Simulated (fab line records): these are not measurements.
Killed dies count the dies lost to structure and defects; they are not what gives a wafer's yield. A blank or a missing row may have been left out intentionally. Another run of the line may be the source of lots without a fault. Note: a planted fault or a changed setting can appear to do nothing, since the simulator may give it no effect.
Matching of chambers    flow n5-finfet    cvd-co-02 running N5_BEOL_M0_PRE_CLEAN_131: 3 sister chambers
The step time 15 s. 3 wafers are shown with their chamber, then 12 later ones without.

== WAFERS WITH THEIR CHAMBER ==
wafer   chamber  heater-power-w (W)
L086.1  2        81
L086.3  0        89
L086.4  1        51

== WAFERS WHOSE CHAMBER IS MISSING ==
wafer   heater-power-w (W)
L088.3  51
L088.5  51
L088.6  84
L089.4  90
L089.5  83
L089.6  53
L093.2  53
L093.4  82
L093.6  90
L095.1  89
L095.5  88
L095.6  82

== THE CHAMBER EACH PASSED THROUGH ==
wafer   from the rows above      in truth
L088.3  1                        1
L088.5  1                        1
L088.6  can't be placed: 2 or 0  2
L089.4  0                        0
L089.5  2                        2
L089.6  1                        1
L093.2  1                        1
L093.4  2                        2
L093.6  0                        0
L095.1  0                        0
L095.5  0                        0
L095.6  2                        2
Correct placement for 11 of the 12. Cannot be placed on the basis of these rows: 1; the candidates contain the true chamber in 1. Placed wrongly: 0.
How it was worked out, from the rows above alone: a wafer's distance from a chamber is the root of the sum, over the readings, of the square of ((its reading less the chamber's mean) divided by the reading's scatter). The wafer belongs to the nearest chamber; if the next one is less than 2 further off, it can't be placed. The mean given for a chamber averages the wafers shown for that chamber. The scatter: root of mean squared gap, hidden wafer to nearest shown wafer, with one shown wafer a chamber.
